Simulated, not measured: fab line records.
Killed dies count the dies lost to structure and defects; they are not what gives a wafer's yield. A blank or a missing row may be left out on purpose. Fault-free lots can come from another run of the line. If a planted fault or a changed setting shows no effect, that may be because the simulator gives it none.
Code-filled problem report in 8D (eight disciplines) form / flow n5_finfet / the parts of the form that need people (team, actions taken, sign-off) are left out

## 1. WHAT IS WRONG
Wafers without a fault read 58.9 nm, standard deviation 1; thk_nm at N5_SD_EPI_N_EPI_MEAS_23 reads a mean of 53.1 nm on 6 wafers belonging to 2 lots. Measured from the usual mean, that is -5.7 standard deviations.
First seen on wafer L915.2, day 6 09:26, on film_metro-01. The record holds 24 wafers of 8 lots with a number at this step. Rule for "out", or "out of limits": more than 4 standard deviations from the usual mean. The other wafers with a number count as sound.

## 2. WHAT IT IS, AND WHAT IT ISN'T
question=which readings at this step | is=thk_nm | is not=-
question=which lots | is=L915, L916 | is not=L902, L903, L906, L918, L921, L922
question=which wafers of those lots | is=all that have a number | is not=-
question=read on which gauges | is=film_metro-01, film_metro-02 | is not=-
question=when | is=from day 6 09:26 | is not=up to then (9 sound wafers); but 9 sound wafers of L918, L921, L922 came after

## 3. SUSPECTS, AND WHAT RULES EACH OUT
Counting: a tool at any process step up to the reading remains a suspect when it ran all the lots that are out and ran no sound lot after the first of those.
- the gauge at N5_SD_EPI_N_EPI_MEAS_23 is ruled out. The wafers that are out were read on 2 gauges (film_metro-01, film_metro-02).
- plasma_asher-01 at N5_SD_EPI_N_STRIP_38 (strips in N2/H2): ruled out as a lasting fault. Sound lots L918, L921 ran on it after its first lot that is out, L915 (day 6 06:50).
- epi_rpcvd-01 at N5_SD_EPI_N_EPI_21 (deposits Si:P, time 690 s): kept. All lots that are out passed through it, beginning with L915 at day 6 08:01, and no sound lot followed; its final sound lot before that point was L902 at day 3 04:19. Its own readings are out on those wafers: chamber_pressure_Torr.
The count leaves epi_rpcvd-01 at N5_SD_EPI_N_EPI_21.

## 4. THE CAUSE (what the simulator had put in)
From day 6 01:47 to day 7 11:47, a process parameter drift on epi_rpcvd-01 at N5_SD_EPI_N_EPI_21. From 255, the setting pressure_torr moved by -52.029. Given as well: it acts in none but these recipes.
The count eliminated every tool but this one.

## 5. THE EFFECT CHAIN, in route order
Each row: a reading where the mean over the struck wafers with a number is more than 3 standard deviations away from the usual. Only readings whose record carries a usual standard deviation are examined. hours: median over the lots of the time between each lot's start at the first step of this table that gives one and its start at this step. sigmas: the change, counted in usual standard deviations.
hours=0; step=N5_SD_EPI_N_EPI_21; reading=chamber_pressure_Torr; usual=255.0 Torr; on struck wafers=202.7; change=-52.3; sigmas=-90
hours=1; step=N5_SD_EPI_N_EPI_MEAS_23; reading=thk_nm; usual=58.9 nm; on struck wafers=53.1; change=-5.8; sigmas=-5.7
hours=7; step=N5_SD_ACTIVATION_RS_MEAS_03; reading=RS_SD_N; usual=21.90 ohm/sq; on struck wafers=24.39; change=+2.49; sigmas=+10
hours=189; step=N5_BEOL_M4_RC_MEAS_101; reading=REXT_N; usual=75.8 ohm.um; on struck wafers=82.3; change=+6.5; sigmas=+3.2
hours=189; step=N5_BEOL_M4_RC_MEAS_101; reading=RS_SD_N; usual=28.4 ohm/sq; on struck wafers=31.8; change=+3.4; sigmas=+9.4
The process steps in it:
- N5_SD_EPI_N_EPI_21: deposits Si:P, time 690 s.

## 6. WHAT WOULD HAVE CAUGHT IT SOONER
In this record the first reading out of limits at a measuring or inspecting step was taken at day 6 09:26, 8 hours after the fault began at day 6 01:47.
Tool's own readings at N5_SD_EPI_N_EPI_21, chamber_pressure_Torr: out on all struck wafers the step has rows for; an alarm limit on them would have tripped on the first.
Among the 2 lots that are out, L916 began N5_SD_EPI_N_EPI_21 on epi_rpcvd-01 after day 6 09:26. Putting the tool on hold at that point would have spared it.
